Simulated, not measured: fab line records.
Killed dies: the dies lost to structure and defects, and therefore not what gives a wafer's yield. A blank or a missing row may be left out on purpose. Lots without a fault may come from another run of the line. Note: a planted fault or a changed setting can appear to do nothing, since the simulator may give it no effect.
Which tool is to blame? ; flow nandHarc ; 24 lots, 72 wafers sampled, at 1 step of a route of 1159

WHAT THE GAUGES SHOWED, per wafer
NHARC_A_ONON_D1_THK_MEAS_30: measures by ellipsometry. Usual: 1001 nm for thkNm, sd 11.
lot;measured;on;thkNm (nm);flag
L074;day 7 22:02;filmMetro-02;1005 1004 1005;
L075;day 8 10:08;filmMetro-02;979 979 978;
L076;day 8 10:16;filmMetro-01;1009 1011 1012;
L077;day 8 10:22;filmMetro-02;1006 1005 1006;
L078;day 8 19:51;filmMetro-01;1000 999 1000;
L079;day 8 19:53;filmMetro-02;994 993 997;
L081;day 9 13:21;filmMetro-02;1004 1002 1003;
L080;day 9 13:22;filmMetro-01;1014 1012 1015;
L082;day 10 01:07;filmMetro-01;996 999 995;
L083;day 10 17:01;filmMetro-02;982 982 983;
L084;day 11 06:13;filmMetro-02;1028 1028 1030;
L085;day 11 06:24;filmMetro-02;1012 1012 1012;
L088;day 11 06:34;filmMetro-01;993 995 994;
L086;day 11 06:44;filmMetro-02;1002 1002 1003;
L087;day 11 13:20;filmMetro-01;1011 1009 1010;
L090;day 11 23:35;filmMetro-02;994 997 997;
L089;day 11 23:37;filmMetro-01;987 984 988;
L093;day 12 04:45;filmMetro-01;999 999 1001;
L091;day 12 04:46;filmMetro-01;1001 1002 1000;
L092;day 12 09:20;filmMetro-02;995 998 999;
L096;day 13 08:56;filmMetro-02;991 996 996;
L095;day 13 08:56;filmMetro-01;1002 1003 1002;
L097;day 13 09:17;filmMetro-01;994 994 995;
L094;day 13 09:18;filmMetro-02;1021 1020 1019;

TOOL THAT RAN EACH LOT (tool first, then ch and the chambers of the sampled wafers, then the start)
Record: no process step prior to these readings.

WHAT THE TOOLS THEMSELVES READ (means of the sampled wafers that have a number; where no wafer has one, the mark that the record gives instead)
The record holds no such reading with a usual standard deviation.

THE ANSWER, worked out from the rows above alone
Rule: lot off if the mean of its wafers having a number is beyond 3 standard deviations from the usual mean. Also off: a lot with no number at a reading for which 4 or more lots have one. The other lots that the step has rows for count as sound. Order of review: gauges by route order, followed by the tools' own readings, for which a lot's mean as printed above is used. The first step at which some lot is off is used, and at that step the reading that is off furthest; a lot without a number counts as furthest.
Nothing can be told from this: no lot is off at any reading shown.

WHAT THE SIMULATOR HAD INSERTED
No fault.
